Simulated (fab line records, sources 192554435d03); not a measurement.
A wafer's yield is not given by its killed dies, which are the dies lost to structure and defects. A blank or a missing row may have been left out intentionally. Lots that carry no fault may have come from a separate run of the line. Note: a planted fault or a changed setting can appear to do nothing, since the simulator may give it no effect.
Lot-split experiment / flow n5Finfet / 7 lots, 21 wafers read, on a route of 1938 steps

## SPLIT DETAILS
At N5_BEOL_M3_ILD_DEP_00 (deposits SiOC from DEMS/O2, target thk 79 nm, time 15.3 s), the setting timeS was moved away from the recipe's 15.3 s on 5 of the 21 wafers read, by -14.2% to +11.6%. All remaining wafers had this setting at the recipe value.

No step appears in the file between the split and the reading.

## THE READING
M3_ILD_THK (nm), taken at N5_BEOL_M3_THK_MEAS_01. A value of 78.8 nm with a standard deviation of 1.2 nm is what fault-free wafers of this fab line usually give.

wafer=L074.2; tool, chamber at the split=pecvd-01, 0; timeS as run, s=15.3; against the recipe=recipe; M3_ILD_THK, nm=77.4; against lot-mates on the recipe=-
wafer=L074.3; tool, chamber at the split=pecvd-01, 2; timeS as run, s=15.3; against the recipe=recipe; M3_ILD_THK, nm=76.0; against lot-mates on the recipe=-
wafer=L074.6; tool, chamber at the split=pecvd-01, 0; timeS as run, s=15.3; against the recipe=recipe; M3_ILD_THK, nm=78.1; against lot-mates on the recipe=-
wafer=L076.1; tool, chamber at the split=pecvd-01, 0; timeS as run, s=15.3; against the recipe=recipe; M3_ILD_THK, nm=76.5; against lot-mates on the recipe=-
wafer=L076.4; tool, chamber at the split=pecvd-01, 1,0; timeS as run, s=15.3; against the recipe=recipe; M3_ILD_THK, nm=78.7; against lot-mates on the recipe=-
wafer=L076.5; tool, chamber at the split=pecvd-01, 1,0; timeS as run, s=15.3; against the recipe=recipe; M3_ILD_THK, nm=78.5; against lot-mates on the recipe=-
wafer=L079.3; tool, chamber at the split=pecvd-01, 0; timeS as run, s=13.13; against the recipe=-14.2%; M3_ILD_THK, nm=67.8; against lot-mates on the recipe=-9.7
wafer=L079.4; tool, chamber at the split=pecvd-01, 1; timeS as run, s=15.3; against the recipe=recipe; M3_ILD_THK, nm=77.5; against lot-mates on the recipe=-
wafer=L079.5; tool, chamber at the split=pecvd-01, 0; timeS as run, s=13.13; against the recipe=-14.2%; M3_ILD_THK, nm=68.7; against lot-mates on the recipe=-8.8
wafer=L087.3; tool, chamber at the split=pecvd-03, 1; timeS as run, s=15.3; against the recipe=recipe; M3_ILD_THK, nm=79.3; against lot-mates on the recipe=-
wafer=L087.4; tool, chamber at the split=pecvd-03, 0; timeS as run, s=16.37; against the recipe=+7.0%; M3_ILD_THK, nm=84.6; against lot-mates on the recipe=+5.3
wafer=L087.6; tool, chamber at the split=pecvd-03, 1; timeS as run, s=16.37; against the recipe=+7.0%; M3_ILD_THK, nm=84.4; against lot-mates on the recipe=+5.1
wafer=L092.4; tool, chamber at the split=pecvd-01, 1; timeS as run, s=15.3; against the recipe=recipe; M3_ILD_THK, nm=78.9; against lot-mates on the recipe=-
wafer=L092.5; tool, chamber at the split=pecvd-01, 0,2; timeS as run, s=15.3; against the recipe=recipe; M3_ILD_THK, nm=79.2; against lot-mates on the recipe=-
wafer=L092.6; tool, chamber at the split=pecvd-01, 0,2; timeS as run, s=15.3; against the recipe=recipe; M3_ILD_THK, nm=79.2; against lot-mates on the recipe=-
wafer=L094.4; tool, chamber at the split=pecvd-03, 2; timeS as run, s=15.3; against the recipe=recipe; M3_ILD_THK, nm=79.5; against lot-mates on the recipe=-
wafer=L094.5; tool, chamber at the split=pecvd-03, 0; timeS as run, s=15.3; against the recipe=recipe; M3_ILD_THK, nm=80.0; against lot-mates on the recipe=-
wafer=L094.6; tool, chamber at the split=pecvd-03, 2; timeS as run, s=15.3; against the recipe=recipe; M3_ILD_THK, nm=80.8; against lot-mates on the recipe=-
wafer=L097.3; tool, chamber at the split=pecvd-01, 0; timeS as run, s=15.3; against the recipe=recipe; M3_ILD_THK, nm=78.3; against lot-mates on the recipe=-
wafer=L097.5; tool, chamber at the split=pecvd-01, 1; timeS as run, s=17.08; against the recipe=+11.6%; M3_ILD_THK, nm=88.7; against lot-mates on the recipe=+9.7
wafer=L097.6; tool, chamber at the split=pecvd-01, 0; timeS as run, s=15.3; against the recipe=recipe; M3_ILD_THK, nm=79.8; against lot-mates on the recipe=-
If several chambers appear in one row, that row covers several wafers at once and the file leaves open which wafer was in which chamber.

FIT RESULTS
A straight line over all 21 wafers: M3_ILD_THK changes by +0.777 nm for each +1% of timeS; r = +0.97; the points scatter about the line by 1.2 nm.
The same after taking each lot's own level away (the mean of its wafers on the recipe; 21 wafers): +0.705 nm for each +1%; r = +0.98; scatter 0.74 nm.
That fit puts the effect of the largest move of timeS on the reading at 10 nm.
The span of the lots' own levels, 77.17 to 80.10 nm, comes to 2.4 times the standard deviation stated above.
So the lot-to-lot level changes the slope: the two fits differ.
Check: with one of the wafers moved furthest among these (-14.2%) left out of the fit, the line predicts -9.9 nm for it against its lot-mates. Against them it came out at -9.7 nm.

## OTHER SPLITS ON THESE WAFERS
Other splits were also applied to these wafers ahead of the reading. Each is held against what the fit with the lots' levels taken away leaves over:
other split on the same wafers=N5_BEOL_M1_DESCUM_33 timeS; wafers away from the commonest value=7; r with M3_ILD_THK (lot level and that fit taken away)=+0.12
other split on the same wafers=N5_BEOL_M1_TRENCH_ETCH_37 sourceW; wafers away from the commonest value=11; r with M3_ILD_THK (lot level and that fit taken away)=-0.13

## THE WHOLE CHAIN: every reading that the file lists as answering this split, in the file's order
step=N5_BEOL_M3_ILD_DEP_00; what it does=deposits SiOC from DEMS/O2, target thk 79 nm, time 15.3 s; reading=SiOC_of_BEOL_M3_ILD_DEP_00.thkNm (the simulator's own value, which no gauge read); change (the file's fit)=+0.734 nm for each +1% of the setting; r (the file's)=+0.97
step=N5_BEOL_M3_THK_MEAS_01; what it does=; reading=M3_ILD_THK; change (the file's fit)=+0.728 for each +1% of the setting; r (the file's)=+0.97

## FILE'S OWN FIT
M3_ILD_THK changes by +0.728 nm for each +1% of timeS, r = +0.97.
